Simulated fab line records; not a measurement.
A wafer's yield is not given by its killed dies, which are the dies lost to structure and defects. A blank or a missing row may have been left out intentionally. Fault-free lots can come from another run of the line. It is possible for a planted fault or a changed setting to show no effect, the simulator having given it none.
Lot-split experiment | flow n5_finfet | 7 lots, 21 wafers read, on a route of 1938 steps

== ON THE SPLIT ==
At N5_BEOL_M3_COAT_05 (resist thk 30 nm), the setting spin_rpm was moved away from the recipe's 1500 rpm on 8 of the 21 wafers read, by -10.6% to +5.4%. For the rest of the wafers, this setting stayed at what the recipe calls for.

== FROM THE SPLIT TO THE READING: what the file shows between them, 2 steps ==
- N5_BEOL_M3_EBR_07
- N5_BEOL_M3_SOFTBAKE_06: time 60 s

== THE READING ==
CAR-EUV_of_BEOL_M3_COAT_05.thk_nm (the simulator's own value, which no gauge read), in nm, at N5_BEOL_M3_DESCUM_16 (chemistry O2, time 7 s). No usual value for it is given in the file. Average 26.1 nm, standard deviation 0.15 nm, over the 13 wafers here run with the recipe.

wafer  | tool, chamber at the split | spin_rpm as run, rpm | against the recipe | CAR-EUV_of_BEOL_M3_COAT_05.thk_nm, nm | against lot-mates on the recipe
L075.2 | litho_track-04, 0          | 1500                 | recipe             | 26                                    | -
L075.6 | litho_track-04, 0          | 1500                 | recipe             | 26                                    | -
L075.3 | litho_track-04, 0          | 1548                 | +3.2%              | 25.6                                  | -0.4
L079.2 | litho_track-01, 0          | 1581                 | +5.4%              | 25.2                                  | -0.8
L079.5 | litho_track-01, 0          | 1581                 | +5.4%              | 25.2                                  | -0.8
L079.6 | litho_track-01, 0          | 1500                 | recipe             | 26                                    | -
L078.2 | litho_track-03, 0          | 1500                 | recipe             | 25.8                                  | -
L078.3 | litho_track-03, 0          | 1403                 | -6.5%              | 27                                    | +1.2
L078.6 | litho_track-03, 0          | 1403                 | -6.5%              | 26.8                                  | +1.0
L083.1 | litho_track-01, 0          | 1500                 | recipe             | 26                                    | -
L083.4 | litho_track-01, 0          | 1500                 | recipe             | 26                                    | -
L083.6 | litho_track-01, 0          | 1500                 | recipe             | 26.2                                  | -
L082.1 | litho_track-03, 0          | 1500                 | recipe             | 26                                    | -
L082.5 | litho_track-03, 0          | 1500                 | recipe             | 26.2                                  | -
L082.6 | litho_track-03, 0          | 1500                 | recipe             | 26.2                                  | -
L087.1 | litho_track-03, 0          | 1341                 | -10.6%             | 28                                    | +1.8
L087.5 | litho_track-03, 0          | 1341                 | -10.6%             | 28                                    | +1.8
L087.4 | litho_track-03, 0          | 1500                 | recipe             | 26.2                                  | -
L088.2 | litho_track-03, 0          | 1356                 | -9.6%              | 27.8                                  | +1.5
L088.5 | litho_track-03, 0          | 1500                 | recipe             | 26.4                                  | -
L088.6 | litho_track-03, 0          | 1500                 | recipe             | 26.2                                  | -

THE FIT
A straight line over all 21 wafers: CAR-EUV_of_BEOL_M3_COAT_05.thk_nm changes by -0.168 nm for each +1% of spin_rpm; r = -0.98; the points scatter about the line by 0.16 nm.
The same after taking each lot's own level away (the mean of its wafers on the recipe; 21 wafers): -0.162 nm for each +1%; r = -0.99; scatter 0.083 nm.
Per that fit: largest spin_rpm move, reading shift of 1.7 nm.
The span of the lots' own levels, 25.80 to 26.30 nm, comes to 3.4 times the standard deviation stated above.
The two slopes are in agreement: the lot-to-lot level therefore moves the slope only a little.
Check: for one of the wafers moved furthest among these (-10.6%), held out of the fit, the line's prediction against its lot-mates is +1.72 nm. Against them it came out at +1.8 nm.

== THE OTHER SPLITS THESE WAFERS WENT THROUGH ==
Other splits were also applied to these wafers ahead of the reading. Each is held against what the fit with the lots' levels taken away leaves over:
other split on the same wafers           | wafers away from the commonest value | r with CAR-EUV_of_BEOL_M3_COAT_05.thk_nm (lot level and that fit taken away)
N5_MOL_CONTACT_COAG_CVD_140 target_thk_a | 8                                    | -0.15
N5_BEOL_M0_SAQP_ILD_DEP_01 time_s        | 8                                    | -0.13
N5_BEOL_M0_SAQP_COAT_08 spin_rpm         | 13                                   | +0.06
N5_BEOL_M1_COAT_05 spin_rpm              | 5                                    | +0.06
N5_BEOL_M1_ETCH_74 bias_w                | 7                                    | +0.10

== THE WHOLE CHAIN: every reading that the file lists as answering this split, in the file's order ==
step                 | what it does           | reading                                                                            | change (the file's fit)               | r (the file's)
N5_BEOL_M3_COAT_05   | resist thk 30 nm       | CAR-EUV_of_BEOL_M3_COAT_05.thk_nm (the simulator's own value, which no gauge read) | -0.146 nm for each +1% of the setting | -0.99
N5_BEOL_M3_DESCUM_16 | chemistry O2, time 7 s | CAR-EUV_of_BEOL_M3_COAT_05.thk_nm (the simulator's own value, which no gauge read) | -0.162 nm for each +1% of the setting | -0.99

== THE FILE'S OWN FIT ==
CAR-EUV_of_BEOL_M3_COAT_05.thk_nm changes by -0.162 nm for each +1% of spin_rpm, r = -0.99.
